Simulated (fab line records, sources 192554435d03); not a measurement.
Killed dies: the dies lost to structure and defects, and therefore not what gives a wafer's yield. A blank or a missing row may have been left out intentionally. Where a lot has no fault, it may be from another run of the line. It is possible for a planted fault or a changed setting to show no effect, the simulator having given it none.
fab line records	flow n5-finfet
record lots=7	wafers=39
route steps=1938 shown DUMMY_GATE@220 SPACER0@259 HKMG_FIN@395
start-h: hours from the record's opening day to when the first of the lot's shown wafers began	wait-h: hours from the lot's prior step to this one	" as in the row above	L1.1+2: a row that stands for several wafers	- either no value or no given start	* or withheld: withheld	< > ~ a bound
route shown NAME@n: NAME is a module with steps in the file, n the number in the route of the first one	usual: the fault-free wafers' mean and standard deviation	same: alike in all rows	chamber/n: place in a boat	sites: per-site readings	_std_site: their standard deviation	_edge_site: mean of outer sites minus mean of inner sites	radius-mm: how far each site lies from the wafer's centre	mask NAME#n: copy n	behind: the last tool/chamber to shape the wafer	hold: reason for holding the lot/hours on hold/outcome of the hold	device: which transistor (n, p or np) failed to switch	end of line: the same wafers' tests at the end of the route	a step given without rows: its recipe and nothing more	killed: dies lost to structure and defects at the first sort, not the wafer's yield	map: dies across one wafer; x = killed, . = not, _ = none there
set.NAME: the setting as run; set.NAME@STEP: as run at that earlier step	model.NAME: the simulator's own value behind a step, which no gauge read
lots with deliberately changed settings; one table per step, one row per wafer
## steps
# step N5_DUMMY_GATE_HM_DEP_06
# recipe material=SiNx	target-thk-a=800	precursor=DCS/NH3	temp-c=700	pressure-mtorr=300	time-s=5141
lot.wafer	tool	chamber	start-h	wait-h	set.time-s	model.SiNx_of_DUMMY_GATE_HM_DEP_06.thk-nm
L075.1	-	-	-	3.6	5799	89.6
L075.2	"	-	"	"	5799	90.4
L075.3+4	"	-	"	"	5799	90
L075.5	"	-	"	"	5799	89.4
L075.6	"	-	"	"	5799	89.8
L083.1+2+5+6	-	-	-	0.0	5708	89.8
L083.3	"	-	"	"	5708	89.6
L083.4	"	-	"	"	5708	89
L084.1+3	-	-	-	0.0	4905	77.2
L084.2	"	-	"	"	4905	76.8
L084.4+6	"	-	"	"	4905	76.6
L084.5	"	-	"	"	4905	77.4
L092.1+3	-	-	-	0.0	5593	86
L092.2	"	-	"	"	5593	86.4
L092.4	"	-	"	"	5593	85.4
L092.5	"	-	"	"	5593	85.8
L092.6	"	-	"	"	5593	85.6
L093.1	lpcvd-02	0/40	155.98	0.0	5141	81
L093.2	"	0/45	"	"	5141	80.6
L093.4	"	0/54	"	"	5141	80
L094.1+3	-	-	-	0.0	4686	74
L094.2	"	-	"	"	4686	73.2
L094.4	"	-	"	"	4686	73.4
L094.5+6	"	-	"	"	4686	73.8
L096.1	-	-	-	0.0	5141	79.2
L096.2+5+6	"	-	"	"	5141	79
L096.3	"	-	"	"	5141	78.6
L096.4	"	-	"	"	5141	80.2
# step N5_DUMMY_GATE_EXPOSE_12
# recipe mask-id=GATE	na=0.33	source-shape=annular	sigma-inner=0.2	sigma-outer=0.6	polarization=unpolarized	target-cd-nm=25	dose-mj=34
lot.wafer	tool	chamber	start-h	wait-h	mask	set.dose-mj
L075.1+2+3+4+5+6	euv-scanner-01	0	56.54	-	GATE#0	34
L083.1+3+4	euv-scanner-01	0	101.86	-	GATE#0	34
L083.2+5+6	"	0	"	"	GATE#0	33.26
L084.1+4+6	euv-scanner-02	0	108.22	-	GATE#0	34
L084.2+3+5	"	0	"	"	GATE#0	35.45
L092.1+3+4	euv-scanner-01	0	153.71	-	GATE#0	33
L092.2+5+6	"	0	"	"	GATE#0	34
L093.1+2+4	euv-scanner-02	0	160.24	-	GATE#0	34
L094.1+2+5	euv-scanner-02	0	167.21	-	GATE#0	33.32
L094.3+4+6	"	0	"	"	GATE#0	34
L096.1+4+5	euv-scanner-02	0	177.00	-	GATE#0	36.04
L096.2+3+6	"	0	"	"	GATE#0	34
# step N5_DUMMY_GATE_PEB_13
# recipe peb-temp-c=100	peb-time-s=60	resist=CAR-EUV
# step N5_DUMMY_GATE_DEVELOP_14
# recipe develop-time-s=30	developer=TMAH	resist=CAR-EUV	rinse-liquid=surfactant-rinse	dry=air-spin	dev-temp-c=23
# step N5_DUMMY_GATE_CD_MEAS_15
# recipe target-cd-nm=25.8	landing-energy-ev=500	detector=se-inlens
# usual cd-nm=24.99/0.26
lot.wafer	tool	chamber	start-h	wait-h	set.dose-mj@DUMMY_GATE_EXPOSE_12	cd-nm
L075.1	cd-sem-02	0	56.67	-	34	25.24
L075.2	"	0	"	"	34	25.38
L075.3	"	0	"	"	34	24.84
L075.4	"	0	"	"	34	25.18
L075.5	"	0	"	"	34	24.89
L075.6	"	0	"	"	34	24.93
L083.1	cd-sem-01	0	101.99	-	34	24.95
L083.2	"	0	"	"	33.26	25.73
L083.3	"	0	"	"	34	25.17
L083.4	"	0	"	"	34	25.11
L083.5	"	0	"	"	33.26	25.24
L083.6	"	0	"	"	33.26	25.87
L084.1	cd-sem-01	0	108.36	-	34	25.54
L084.2	"	0	"	"	35.45	24.23
L084.3	"	0	"	"	35.45	24.33
L084.4	"	0	"	"	34	25.13
L084.5	"	0	"	"	35.45	24.32
L084.6	"	0	"	"	34	24.93
L092.1	cd-sem-02	0	153.84	-	33	25.58
L092.2	"	0	"	"	34	25.51
L092.3	"	0	"	"	33	25.62
L092.4	"	0	"	"	33	25.56
L092.5	"	0	"	"	34	24.92
L092.6	"	0	"	"	34	25.00
L093.1	cd-sem-02	0	160.37	-	34	25.01
L093.2	"	0	"	"	34	24.89
L093.4	"	0	"	"	34	24.86
L094.1	cd-sem-01	0	167.34	-	33.32	25.38
L094.2	"	0	"	"	33.32	25.50
L094.3	"	0	"	"	34	24.89
L094.4	"	0	"	"	34	24.95
L094.5	"	0	"	"	33.32	25.39
L094.6	"	0	"	"	34	24.66
L096.1	cd-sem-02	0	177.13	-	36.04	23.94
L096.2	"	0	"	"	34	25.08
L096.3	"	0	"	"	34	24.93
L096.4	"	0	"	"	36.04	24.32
L096.5	"	0	"	"	36.04	23.71
L096.6	"	0	"	"	34	24.98
# step N5_DUMMY_GATE_ETCH_37
# recipe chemistry=N2/H2	target=SOC	target-depth-a=600	overetch-a=300	temp-c=40	ion-energy-ev=200	pressure-mtorr=30	source-w=840	bias-w=150	n2-flow-sccm=200	h2-flow-sccm=200
# usual rf-vpp-V=523.5/2.2
lot.wafer	tool	chamber	start-h	wait-h	set.source-w	rf-vpp-V
L075.1	rie-diel-03	3	57.05	0.0	908.4	509.8
L075.2	"	2	"	"	840	524.3
L075.3	"	1	"	"	840	523.8
L075.4	"	1	"	"	840	526.0
L075.5	"	3	"	"	908.4	510.3
L075.6	"	2	"	"	908.4	512.3
L083.1	rie-diel-03	2	102.26	0.0	840	524.7
L083.2	"	3	"	"	840	521.9
L083.3	"	1	"	"	840	522.8
L083.4	"	1	"	"	840	524.6
L083.5	"	3	"	"	840	522.5
L083.6	"	2	"	"	840	525.7
L084.1	rie-diel-04	1	108.71	0.0	840	521.8
L084.2	"	3	"	"	840	523.7
L084.3	"	1	"	"	749.8	544.2
L084.4	"	3	"	"	749.8	542.6
L084.5	"	3	"	"	840	524.0
L084.6	"	1	"	"	749.8	545.2
L092.1	rie-diel-03	3	154.11	0.0	787.1	533.0
L092.2	"	2	"	"	840	525.5
L092.3	"	1	"	"	840	524.4
L092.4	"	0	"	"	787.1	539.1
L092.5	"	2	"	"	787.1	536.8
L092.6	"	1	"	"	840	522.6
L093.1	rie-diel-01	3	160.66	0.0	840	524.5
L093.2	"	2	"	"	840	521.7
L093.4	"	3	"	"	840	525.9
L094.1	rie-diel-03	0	167.64	0.0	737.5	551.8
L094.2	"	3	"	"	737.5	545.8
L094.3	"	2	"	"	840	525.0
L094.4	"	1	"	"	840	522.3
L094.5	"	1	"	"	840	523.0
L094.6	"	2	"	"	737.5	548.0
L096.1	rie-diel-04	1	177.78	0.0	899	513.4
L096.2	"	3	"	"	840	522.7
L096.3	"	2	"	"	899	508.4
L096.4	"	0	"	"	899	513.5
L096.5	"	0	"	"	840	525.8
L096.6	"	3	"	"	840	523.9
# step N5_SPACER0_ALD_00
# recipe material=SiOCN	target-thk-a=35	temp-c=400	ald-precursor-family=alkyl-aminosilane	ald-co-reactant=O2/N2-plasma	pulse-time-s=3	purge-time-s=2	co-reactant-purge-time-s=2	ald-cycles=58	pressure-torr=2
lot.wafer	tool	chamber	start-h	wait-h	set.ald-cycles	model.SiOCN_of_SPACER0_ALD_00.thk-nm
L075.1	ald-sin-02	2	58.25	0.1	61	3.8
L075.2	"	1	"	"	58	3.4
L075.3+5	"	0,2	"	"	61	3.6
L075.4+6	"	3	"	"	58	3.6
L083.1+2+6	ald-sin-02	3,0,3	103.47	0.1	58	3.6
L083.3+4+5	"	2,1,0	"	"	58	3.4
L084.1+3+5	ald-sin-01	3,2,2	110.10	0.1	49	3
L084.2+4+6	"	1,0,3	"	"	58	3.6
L092.1+2+4	ald-sin-01	3,0,2	155.85	0.1	54	3.2
L092.3	"	1	"	"	58	3.6
L092.5+6	"	0,1	"	"	58	3.4
L093.1+2	ald-sin-04	2,1	162.17	0.1	58	3.4
L093.4	"	0	"	"	58	3.6
L094.1+2+4	ald-sin-01	3,0,1	168.90	0.1	58	3.4
L094.3+5+6	"	2,0,1	"	"	51	3
L096.1	ald-sin-02	0	180.35	0.1	58	3.6
L096.2+3+4+5+6	"	2,3,1,3,2	"	"	58	3.4
# step N5_HKMG_FIN_EXPOSE_46
# recipe mask-id=NDIPOLE	na=1.35	source-shape=conventional	sigma-outer=0.8	polarization=unpolarized	dose-mj=40
lot.wafer	tool	chamber	start-h	wait-h	mask	set.dose-mj
L075.1+2+6	arfi-scanner-01	0	82.49	-	NDIPOLE#0	38.49
L075.3+4+5	"	0	"	"	NDIPOLE#0	40
L083.1+4+5	arfi-scanner-03	0	126.36	-	NDIPOLE#0	40
L083.2+3+6	"	0	"	"	NDIPOLE#0	39.11
L084.1+3+6	arfi-scanner-01	0	134.03	-	NDIPOLE#0	37.57
L084.2+4+5	"	0	"	"	NDIPOLE#0	40
L092.1+2+5	arfi-scanner-03	0	179.77	-	NDIPOLE#0	38.28
L092.3+4+6	"	0	"	"	NDIPOLE#0	40
L093.1+2+4	arfi-scanner-03	0	185.76	-	NDIPOLE#0	40
L094.1+2+3	arfi-scanner-01	0	192.82	-	NDIPOLE#0	43.01
L094.4+5+6	"	0	"	"	NDIPOLE#0	40
L096.1+2+4	arfi-scanner-03	0	203.91	-	NDIPOLE#0	42.32
L096.3+5+6	"	0	"	"	NDIPOLE#0	40
# step N5_HKMG_FIN_PEB_47
# recipe peb-temp-c=withheld	peb-time-s=60	resist=CAR-ArF
# step N5_HKMG_FIN_DEVELOP_48
# recipe develop-time-s=30	developer=TMAH	resist=CAR-ArF	rinse-liquid=diw	dry=air-spin	dev-temp-c=23
# step N5_HKMG_FIN_CD_MEAS_49
# recipe target-cd-nm=202	landing-energy-ev=500	detector=se-inlens	polarity=opening
# usual cd-nm=202.1/0.9
lot.wafer	tool	chamber	start-h	wait-h	set.dose-mj@HKMG_FIN_EXPOSE_46	cd-nm
L075.1	cd-sem-01	0	82.62	-	38.49	198.6
L075.2	"	0	"	"	38.49	198.8
L075.3	"	0	"	"	40	201.3
L075.4	"	0	"	"	40	201.9
L075.5	"	0	"	"	40	202.0
L075.6	"	0	"	"	38.49	200.7
L083.1	cd-sem-01	0	126.49	-	40	203.7
L083.2	"	0	"	"	39.11	200.9
L083.3	"	0	"	"	39.11	200.4
L083.4	"	0	"	"	40	201.3
L083.5	"	0	"	"	40	200.8
L083.6	"	0	"	"	39.11	200.4
L084.1	cd-sem-02	0	134.16	-	37.57	196.8
L084.2	"	0	"	"	40	202.8
L084.3	"	0	"	"	37.57	198.4
L084.4	"	0	"	"	40	201.1
L084.5	"	0	"	"	40	200.0
L084.6	"	0	"	"	37.57	196.6
L092.1	cd-sem-02	0	179.89	-	38.28	200.7
L092.2	"	0	"	"	38.28	199.4
L092.3	"	0	"	"	40	204.4
L092.4	"	0	"	"	40	203.4
L092.5	"	0	"	"	38.28	199.5
L092.6	"	0	"	"	40	202.4
L093.1	cd-sem-02	0	185.89	-	40	201.7
L093.2	"	0	"	"	40	201.7
L093.4	"	0	"	"	40	200.6
L094.1	cd-sem-02	0	192.94	-	43.01	207.1
L094.2	"	0	"	"	43.01	207.0
L094.3	"	0	"	"	43.01	207.0
L094.4	"	0	"	"	40	203.2
L094.5	"	0	"	"	40	201.0
L094.6	"	0	"	"	40	203.1
L096.1	cd-sem-01	0	204.04	-	42.32	205.3
L096.2	"	0	"	"	42.32	205.2
L096.3	"	0	"	"	40	203.0
L096.4	"	0	"	"	42.32	205.6
L096.5	"	0	"	"	40	202.0
L096.6	"	0	"	"	40	203.2
## key
split step=N5_DUMMY_GATE_HM_DEP_06	setting=time-s	stated=5141	by=lot
response step=N5_DUMMY_GATE_HM_DEP_06	reading=model.SiNx_of_DUMMY_GATE_HM_DEP_06.thk-nm	change=+0.76	per=1%	r=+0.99
split step=N5_DUMMY_GATE_EXPOSE_12	setting=dose-mj	stated=34	by=wafer
response step=N5_DUMMY_GATE_CD_MEAS_15	reading=cd-nm	change=-0.189	per=1%	r=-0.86
split step=N5_DUMMY_GATE_ETCH_37	setting=source-w	stated=840	by=wafer
response step=N5_DUMMY_GATE_ETCH_37	reading=rf-vpp-V	change=-1.92	per=1%	r=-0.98
split step=N5_SPACER0_ALD_00	setting=ald-cycles	stated=58	by=wafer
response step=N5_SPACER0_ALD_00	reading=model.SiOCN_of_SPACER0_ALD_00.thk-nm	change=+0.0362	per=1%	r=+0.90
split step=N5_HKMG_FIN_EXPOSE_46	setting=dose-mj	stated=40	by=wafer
response step=N5_HKMG_FIN_CD_MEAS_49	reading=cd-nm	change=+0.619	per=1%	r=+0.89
